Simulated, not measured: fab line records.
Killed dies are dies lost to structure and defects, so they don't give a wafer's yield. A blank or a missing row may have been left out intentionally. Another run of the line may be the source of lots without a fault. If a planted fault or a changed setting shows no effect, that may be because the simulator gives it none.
Comparing a struck lot with a sound one -- flow nandHarc -- 15 out of 1302 route steps
Sound: wafers L924.1, L924.3, L924.6. Struck: wafers L935.3, L935.4, L935.5. The cause is named last.
Order at every step that has rows: each side's tool, ch and its chambers, its first start. Under that, the readings that differ: sound wafers -- struck wafers -- difference of the means -- sigmas: that difference in standard deviations of wafers without a fault.
alike: words and numbers the same on both sides, and readings whose means are apart by under 2 such deviations; not compared: readings that were withheld, readings missing a value for some wafer, numbers with overlapping values and no deviation given by the record, and bounds like >300 which may hide the same value.
The two part at a step that has a row with sigmas, a row that says differs or no value, or rows on one side only. Numbers that have no deviation but don't overlap get no sigmas and don't part them. Lack of a reading on every wafer of one side parts them only where that side has two or more wafers.

NHARC_A_CHANNEL_HOLE_D2_ETCH_44: etches the open film in CF4/O2, target depth 140 nm, overetch 14 nm, time 77 s.
  sound on rieDiel-03 ch 0,2, day 14 08:34; struck on rieDiel-05 ch 0,1,3, day 18 16:32
  alike: drypumpMotorCurrentA, oesProductAu, rfVppV, showerheadPlenumPTorr, throttleValvePct
  not compared: rfHoursCounterH
NHARC_A_CHANNEL_HOLE_D2_STRIP_28: strips in O2.
  sound on rieDiel-03 ch 0,1,3; struck on rieDiel-05 ch 0,2,3
  alike: drypumpMotorCurrentA, oesProductAu, rfVppV, showerheadPlenumPTorr, throttleValvePct
  not compared: rfHoursCounterH
then, 2 steps without rows for these wafers: NHARC_A_CHANNEL_HOLE_D2_PRECLEAN_29 (cleans in SC1); NHARC_A_CHANNEL_HOLE_D2_SRD_30.
NHARC_A_CHANNEL_HOLE_D2_CD_MEAS_31:
  sound on cdSem-03, day 14 09:22; struck on cdSem-01, day 18 17:21
  alike: cdNm
NHARC_A_CHANNEL_HOLE_D2_XSEM_32:
  sound on xsem-02 ch 0, day 14 09:27; struck on xsem-01 ch 0, day 18 17:26
  alike: botCdNm, bowNm, tiltDeg
NHARC_A_CHANNEL_HOLE_D2_INSPECT_40:
  sound on defectInspect-02, day 14 09:33; struck on defectInspect-01, day 18 17:32
  alike: rawDefectCount
then, 2 steps without rows for these wafers: NHARC_A_CHANNEL_FILL_D2_PRECLEAN_00 (cleans in SC1); NHARC_A_CHANNEL_FILL_D2_SRD_01.
NHARC_A_CHANNEL_FILL_D2_ALD_02: deposits SiO2, target thk 6 nm, pulse time 10 s, ald cycles 60.
  sound on aldHk-03 ch 1,2,3, day 14 10:28; struck on aldHk-01 ch 0,1,3, day 18 18:01
  alike: heaterPowerOuterW, heaterPowerW, precursorPulseHeightRel, susceptorTempC
  not compared: sinceWetCleanH
NHARC_A_CHANNEL_FILL_D2_ALD_03: deposits SiNx, target thk 6 nm, pulse time 60 s, ald cycles 58.
  sound on aldSinBatch-01 ch 0; struck on aldSinBatch-01 ch 0
  alike: precursorPulseHeightRel, susceptorTempC
then, 1 step without rows for these wafers: NHARC_A_CHANNEL_FILL_D2_ALD_14 (deposits SiO2, target thk 2.5 nm, pulse time 10 s, ald cycles 25).
NHARC_A_CHANNEL_FILL_D2_ALD_15: deposits SiNx, target thk 2 nm, pulse time 60 s, ald cycles 19.
  sound on aldSinBatch-02 ch 0, day 14 17:55; struck on aldSinBatch-02 ch 0, day 19 04:18
reading,sound,struck,difference,sigmas
susceptorTempC (C),630.10 629.84 629.64,642.92 642.48 643.19,+13.00,+46
  alike: precursorPulseHeightRel
then, 1 step without rows for these wafers: NHARC_A_CHANNEL_FILL_D2_ALD_16 (deposits SiO2, target thk 1.5 nm, pulse time 10 s, ald cycles 15).
-- jump in the record: it breaks off in module A_CHANNEL_FILL_D2 and resumes in module END (first step shown: number 1302 of the route), and 11 days separate the struck wafers' starts before and after --
NHARC_END_SORT_01:
  sound on prober-02 ch 0, day 25 07:43; struck on prober-02 ch 0, day 29 19:34
reading,sound,struck,difference,sigmas
killedAtArray,60 58 61,25 22 21,-37,-2
killedDies,64 66 64,28 28 23,-38,-2
  alike: killedAtOther, killedAtPeriphery, killedOpen, killedShort

== WHERE THEY PART ==
At NHARC_A_CHANNEL_FILL_D2_ALD_15 first; at NHARC_END_SORT_01 last (within this record only).

WHY: what the simulator had put in
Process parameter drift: aldSinBatch-02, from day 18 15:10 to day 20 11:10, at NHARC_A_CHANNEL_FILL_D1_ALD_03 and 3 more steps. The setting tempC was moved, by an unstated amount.
